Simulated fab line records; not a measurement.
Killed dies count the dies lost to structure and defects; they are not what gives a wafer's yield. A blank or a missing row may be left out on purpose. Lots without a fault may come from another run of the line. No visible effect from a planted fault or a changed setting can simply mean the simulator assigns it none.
Which tool did it? | flow n5Finfet | 11 lots with 33 wafers sampled at 3 steps, on a route of 1938 steps

WHAT EACH GAUGE READ, for each wafer
N5_PASSIVATION_CD_MEAS_30: target cd 4000 nm.
lot  | measured     | on       | cdNm (nm)
L602 | day 12 02:34 | cdSem-01 | 3998.6 3995.7 3998.0
L603 | day 12 19:04 | cdSem-03 | 4000.7 4002.2 4001.7
L606 | day 13 00:00 | cdSem-03 | 3997.1 3996.5 3996.9
L610 | day 13 16:52 | cdSem-02 | 3996.2 4000.2 4000.0
L613 | day 14 12:40 | cdSem-03 | 3997.8 4000.4 3998.1
L616 | day 15 05:05 | cdSem-03 | 4000.3 3999.7 3999.7
L614 | day 15 18:00 | cdSem-03 | 3999.0 3997.1 3997.7
L617 | day 15 18:35 | cdSem-03 | 3999.0 4001.0 4000.4
L619 | day 16 09:11 | cdSem-02 | 3996.8 3998.7 3998.6
L624 | day 17 05:57 | cdSem-01 | 3998.4 3997.8 4001.3
L625 | day 18 09:10 | cdSem-03 | 3996.7 3996.4 3996.7

WHICH TOOL RAN EACH LOT (tool, then ch and the chambers of the sampled wafers, then the start)
lot  | N5_BEOL_M13_SPUTTER_43      | N5_PASSIVATION_SPUTTER_20
L602 | pvdSputter-03, day 11 00:08 | pvdSputter-01, day 12 01:59
L603 | pvdSputter-02, day 11 22:16 | pvdSputter-01, day 12 18:20
L606 | pvdSputter-01, day 12 03:07 | pvdSputter-03, day 12 23:26
L610 | pvdSputter-01, day 12 19:01 | pvdSputter-03, day 13 16:11
L613 | pvdSputter-02, day 13 12:12 | pvdSputter-01, day 14 11:58
L616 | pvdSputter-01, day 14 08:07 | pvdSputter-02, day 15 04:23
L614 | pvdSputter-02, day 14 14:19 | pvdSputter-02, day 15 17:18
L617 | pvdSputter-03, day 14 16:14 | pvdSputter-02, day 15 17:53
L619 | pvdSputter-03, day 15 10:03 | pvdSputter-01, day 16 08:36
L624 | pvdSputter-03, day 16 06:50 | pvdSputter-01, day 17 05:23
L625 | pvdSputter-03, day 17 08:22 | pvdSputter-02, day 18 08:28
- N5_BEOL_M13_SPUTTER_43: material TaN, target thk 15 nm, time 24.19 s.
- N5_PASSIVATION_SPUTTER_20: material TaN, target thk 50 nm.

WHAT THE TOOLS THEMSELVES READ (means of the sampled wafers that have a number; where no wafer has one, the mark that the record gives instead)
N5_BEOL_M13_SPUTTER_43.
lot  | tool          | cathodeDcPowerW (W) | throttleValvePct (%)
L602 | pvdSputter-03 | 15003               | 29.2
L603 | pvdSputter-02 | 15000               | 29.6
L606 | pvdSputter-01 | 15000               | 30.1
L610 | pvdSputter-01 | 14998               | 29.7
L613 | pvdSputter-02 | 14999               | 30.1
L616 | pvdSputter-01 | 14998               | 29.9
L614 | pvdSputter-02 | 14997               | 30.3
L617 | pvdSputter-03 | 15000               | 29.0
L619 | pvdSputter-03 | 15002               | 30.2
L624 | pvdSputter-03 | 15000               | 29.7
L625 | pvdSputter-03 | 14999               | 29.1

N5_PASSIVATION_SPUTTER_20.
lot  | tool          | throttleValvePct (%)
L602 | pvdSputter-01 | 29.3
L603 | pvdSputter-01 | 29.9
L606 | pvdSputter-03 | 29.0
L610 | pvdSputter-03 | 30.6
L613 | pvdSputter-01 | 30.5
L616 | pvdSputter-02 | 29.6
L614 | pvdSputter-02 | 30.0
L617 | pvdSputter-02 | 29.8
L619 | pvdSputter-01 | 30.2
L624 | pvdSputter-01 | 30.2
L625 | pvdSputter-02 | 30.0

THE ANSWER, worked out from the rows above alone
Rule: usual is defined by the lots themselves. Put in order of their means at a reading, lots are off if they are a third of the lots or fewer, leave a main group of 4 or more, and stand apart from it by a gap of 3 or more times the standard deviation of the main group's means; of several such gaps the widest counts. A main group is skipped when, at the precision printed for the reading in the tables above, its means are all equal. Also off: a lot with no number at a reading for which 4 or more lots have one. All remaining lots with rows at the step are treated as sound. The gauges are gone through in route order, then the tools' own readings, and for those a lot's mean is taken as printed above. At the first step where some lot is off, the reading lying furthest off is the one used; lots without a number count as furthest.
Nothing can be told from this: no lot is off at any reading shown.

WHAT THE SIMULATOR HAD INSERTED
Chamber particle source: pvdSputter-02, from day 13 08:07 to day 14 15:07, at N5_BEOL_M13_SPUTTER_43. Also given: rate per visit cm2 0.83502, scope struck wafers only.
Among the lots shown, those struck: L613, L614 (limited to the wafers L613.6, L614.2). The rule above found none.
